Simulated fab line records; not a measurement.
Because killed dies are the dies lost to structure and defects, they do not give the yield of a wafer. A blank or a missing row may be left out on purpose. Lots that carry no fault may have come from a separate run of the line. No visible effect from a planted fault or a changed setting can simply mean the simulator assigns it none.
8D (eight disciplines) problem report, filled in by code || flow nand harc || the parts of the form that need people (team, actions taken, sign-off) are left out

1. WHAT WENT WRONG
Mean of cd nm at NHARC_P_ZERO_WELL_CD_MEAS_11: 521.6 nm across 6 wafers in 2 lots; on wafers with no fault it is 499.6 nm (standard deviation 2). That puts it +11 standard deviations away from the usual mean.
The step: target cd 500 nm.
Seen first at day 8 13:14 on cd sem-01, wafer L809.1. The record has a number at this step for 33 wafers belonging to 11 lots. Rule for "out", or "out of limits": more than 4 standard deviations from the usual mean. The other wafers with a number count as sound.

2. WHAT IT IS, WHAT IT ISN'T
{"question": "which readings at this step", "is": "cd nm", "is not": "-"}
{"question": "which lots", "is": "L809, L811", "is not": "L793, L794, L795, L796, L797, L798, L799, L802, L815"}
{"question": "which wafers of those lots", "is": "all that have a number", "is not": "-"}
{"question": "read on which gauges", "is": "cd sem-01", "is not": "cd sem-02, cd sem-03"}
{"question": "when", "is": "from day 8 13:14", "is not": "up to then (24 sound wafers); but 3 sound wafers of L815 came after"}

3. THE SUSPECTS, EACH WITH WHAT RULES IT OUT
Counting: any tool at a process step up to the reading is kept as a suspect provided that every lot that is out went through it and no sound lot did after the first of them.
- the gauge at NHARC_P_ZERO_WELL_CD_MEAS_11 is ruled out. All the wafers that are out were read on cd sem-01, but those of them that NHARC_P_ZERO_WELL_PEB_09 has rows for are out there too, on other tools.
- litho track-05 at NHARC_P_ZERO_WELL_PEB_09 (peb time 80 s): kept. It processed each lot that is out, first L809 at day 8 13:09, and no sound lot thereafter; up to then, the last sound lot it processed was L802 at day 5 15:02. Out on those wafers are its own readings of heater power total W, plate temp C.
Left after counting: litho track-05 at NHARC_P_ZERO_WELL_PEB_09.

4. THE CAUSE (what the simulator had put in)
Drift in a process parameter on litho track-05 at NHARC_P_ZERO_WELL_PEB_09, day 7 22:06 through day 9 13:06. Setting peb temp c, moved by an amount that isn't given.
The count eliminated every tool but this one.

5. THE EFFECT CHAIN, in route order
Rows list readings where the struck wafers' mean (over those with a number) sits beyond 3 standard deviations from the usual. Only readings for which the record gives a usual standard deviation are gone through. hours: the time from each lot's start at the first step in this table that gives one to its start at this step, as a median over the lots. sigmas: the change in usual standard deviations.
{"hours": 0, "step": "NHARC_P_ZERO_WELL_PEB_09", "reading": "heater power total W", "usual": "189.7 W", "on struck wafers": 198.7, "change": "+9.0", "sigmas": "+11"}
{"hours": 0, "step": "NHARC_P_ZERO_WELL_PEB_09", "reading": "plate temp C", "usual": "127.98 C", "on struck wafers": 132.50, "change": "+4.52", "sigmas": "+38"}
{"hours": 0, "step": "NHARC_P_ZERO_WELL_CD_MEAS_11", "reading": "cd nm", "usual": "499.6 nm", "on struck wafers": 521.6, "change": "+22.0", "sigmas": "+11"}
The process steps in it:
- NHARC_P_ZERO_WELL_PEB_09: peb time 80 s.
Later measuring or inspecting steps at which every struck wafer that the step has a row for has a number for every such reading, and none has moved that far: NHARC_P_STI_CD_MEAS_09.

6. HOW IT WOULD HAVE BEEN CAUGHT EARLIER
In this record the first reading out of limits at a measuring or inspecting step was taken at day 8 13:14, 15 hours after the fault began at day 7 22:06.
Tool's own readings at NHARC_P_ZERO_WELL_PEB_09, heater power total W, plate temp C: out on all struck wafers the step has rows for; an alarm limit on them would have tripped on the first.
L811, from the lots that are out (2), started NHARC_P_ZERO_WELL_PEB_09 on litho track-05 later than day 8 13:14. A hold on the tool at that time would have spared it.
